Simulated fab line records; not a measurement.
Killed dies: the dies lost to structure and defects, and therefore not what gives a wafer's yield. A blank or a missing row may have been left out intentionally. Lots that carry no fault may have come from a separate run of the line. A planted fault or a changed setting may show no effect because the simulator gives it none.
Split-lot study -- flow n5Finfet -- on a route of 1938 steps: 7 lots, 21 wafers read

## THE SPLIT ITSELF
At N5_BEOL_M4_PECVD_72 (deposits SiO2 from TEOS/O2, target thk 16 nm, time 18 s), the setting tempC was moved away from the recipe's 400 C on 8 of the 21 wafers read, by -1.8% to +4.3%. The other wafers ran this setting at the recipe's value.

The reading is taken at the split's own step.

## THE READING
SiO2_of_BEOL_M4_PECVD_72.thkNm (the simulator's own value, which no gauge read), in nm, at N5_BEOL_M4_PECVD_72 (deposits SiO2 from TEOS/O2, target thk 16 nm, time 18 s). There is no usual value for it anywhere in the file. Here, 13 wafers ran the recipe; their average is 16.1 nm with a standard deviation of 0.2 nm.

wafer,"tool, chamber at the split","tempC as run, C",against the recipe,"SiO2_of_BEOL_M4_PECVD_72.thkNm, nm",against lot-mates on the recipe
L078.3,"pecvd-04, 2",400,recipe,16.2,-
L078.4,"pecvd-04, 2",400,recipe,16.4,-
L078.5,"pecvd-04, 0",400,recipe,15.8,-
L082.2,"pecvd-04, 0",400,recipe,16.4,-
L082.4,"pecvd-04, 1",392.8,-1.8%,16.8,+0.4
L082.6,"pecvd-04, 0",392.8,-1.8%,17.2,+0.8
L084.1,"pecvd-04, 0",411.1,+2.8%,14.8,-1.4
L084.2,"pecvd-04, 2",411.1,+2.8%,15,-1.2
L084.4,"pecvd-04, 0",400,recipe,16.2,-
L086.1,"pecvd-04, 0",417.4,+4.3%,14.2,-1.9
L086.5,"pecvd-04, 2",400,recipe,16.2,-
L086.6,"pecvd-04, 1",400,recipe,16,-
L089.1,"pecvd-04, 2,1",400,recipe,15.8,-
L089.3,"pecvd-04, 2,1",400,recipe,15.8,-
L089.4,"pecvd-04, 1",400,recipe,16.2,-
L090.4,"pecvd-04, 2",400,recipe,16.2,-
L090.5,"pecvd-04, 0",416.7,+4.2%,14.6,-1.6
L090.6,"pecvd-04, 1",416.7,+4.2%,14.4,-1.8
L093.1,"pecvd-01, 2",408.1,+2.0%,15.2,-1.0
L093.4,"pecvd-01, 1,2",400,recipe,16.2,-
L093.6,"pecvd-01, 1,2",400,recipe,16.2,-
Where a row lists several chambers, the file gives one row for several wafers and doesn't say which wafer went through which chamber.

THE FIT
A straight line over all 21 wafers: SiO2_of_BEOL_M4_PECVD_72.thkNm changes by -0.426 nm for each +1% of tempC; r = -0.97; the points scatter about the line by 0.2 nm.
The same after taking each lot's own level away (the mean of its wafers on the recipe; 21 wafers): -0.417 nm for each +1%; r = -0.98; scatter 0.17 nm.
The reading moves by 1.8 nm for the largest change in tempC, on that fit.
From 15.93 to 16.40 nm: that is the span of the lots' own levels, equal to 2.3 times the standard deviation above.
The two slopes agree, so the slope changes little with the lot-to-lot level.
Check: with one of the wafers moved furthest among these (+4.3%) left out of the fit, the line predicts -1.83 nm for it against its lot-mates. Against them it came out at -1.9 nm.

## OTHER SPLITS ON THESE WAFERS
Other splits were also applied to these wafers ahead of the reading. Each is held against what the fit with the lots' levels taken away leaves over:
other split on the same wafers,wafers away from the commonest value,r with SiO2_of_BEOL_M4_PECVD_72.thkNm (lot level and that fit taken away)
N5_MOL_CONTACT_COAG_EXPOSE_37 doseMj,9,+0.12
N5_MOL_CONTACT_COAG_ALD_133 aldCycles,6,+0.19
N5_BEOL_M0_SAQP_COAT_08 spinRpm,4,-0.10
N5_BEOL_M0_SAQP_ETCH_88 sourceW,3,-0.09
N5_BEOL_M0_CUTY_EXPOSE_54 doseMj,9,+0.02
N5_BEOL_M1_VIA_ETCH_34 timeS,8,+0.12
N5_BEOL_M2_COAT_68 spinRpm,8,-0.02
N5_BEOL_M2_COAT_76 tempC,7,+0.08

## FILE'S OWN FIT
SiO2_of_BEOL_M4_PECVD_72.thkNm changes by -0.43 nm for each +1% of tempC, r = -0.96.
